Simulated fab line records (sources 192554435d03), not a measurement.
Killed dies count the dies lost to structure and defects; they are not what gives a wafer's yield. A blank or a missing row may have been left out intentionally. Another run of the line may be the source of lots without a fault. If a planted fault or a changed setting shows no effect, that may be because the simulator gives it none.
Chamber matching :: flow n5_finfet :: N5_BEOL_M0_CO_CAP_123 on cvd_co-01 has 3 sister chambers
The step material Co, precursor CCTBA/H2, target thk 2 nm, time 102.1 s. 3 wafers are shown with their chamber, then 12 later ones without.

== EACH WAFER AND ITS CHAMBER ==
wafer: L087.1
chamber: 0
heater_power_w (W): 241

wafer: L087.3
chamber: 2
heater_power_w (W): 224

wafer: L087.5
chamber: 1
heater_power_w (W): 243

== WAFERS WHOSE CHAMBER IS MISSING ==
wafer: L088.1
heater_power_w (W): 236

wafer: L088.2
heater_power_w (W): 231

wafer: L088.4
heater_power_w (W): 223

wafer: L090.2
heater_power_w (W): 228

wafer: L090.3
heater_power_w (W): 241

wafer: L090.4
heater_power_w (W): 247

wafer: L091.3
heater_power_w (W): 241

wafer: L091.4
heater_power_w (W): 246

wafer: L091.6
heater_power_w (W): 225

wafer: L095.1
heater_power_w (W): 228

wafer: L095.4
heater_power_w (W): 241

wafer: L095.5
heater_power_w (W): 226

== CHAMBER TAKEN BY EACH ==
wafer: L088.1
from the rows above: can't be placed: 0 or 1
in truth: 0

wafer: L088.2
from the rows above: can't be placed: 2 or 0 or 1
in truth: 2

wafer: L088.4
from the rows above: 2
in truth: 2

wafer: L090.2
from the rows above: 2
in truth: 2

wafer: L090.3
from the rows above: can't be placed: 0 or 1
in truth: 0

wafer: L090.4
from the rows above: can't be placed: 1 or 0
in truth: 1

wafer: L091.3
from the rows above: can't be placed: 0 or 1
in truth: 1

wafer: L091.4
from the rows above: can't be placed: 1 or 0
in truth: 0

wafer: L091.6
from the rows above: 2
in truth: 2

wafer: L095.1
from the rows above: 2
in truth: 2

wafer: L095.4
from the rows above: can't be placed: 0 or 1
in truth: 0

wafer: L095.5
from the rows above: 2
in truth: 2
Placed correctly: 5 of 12. Not placeable from these rows: 7 (in 7, the candidates include the true chamber). Placed wrongly: 0.
How it was worked out, from the rows above alone: a wafer's distance from a chamber is the root of the sum, over the readings, of the square of ((its reading less the chamber's mean) divided by the reading's scatter). The wafer belongs to the nearest chamber; if the next one is less than 2 further off, it can't be placed. The mean given for a chamber averages the wafers shown for that chamber. The scatter: with one shown wafer a chamber, the root of the mean of the squares of how far each hidden wafer lies from its nearest shown one.
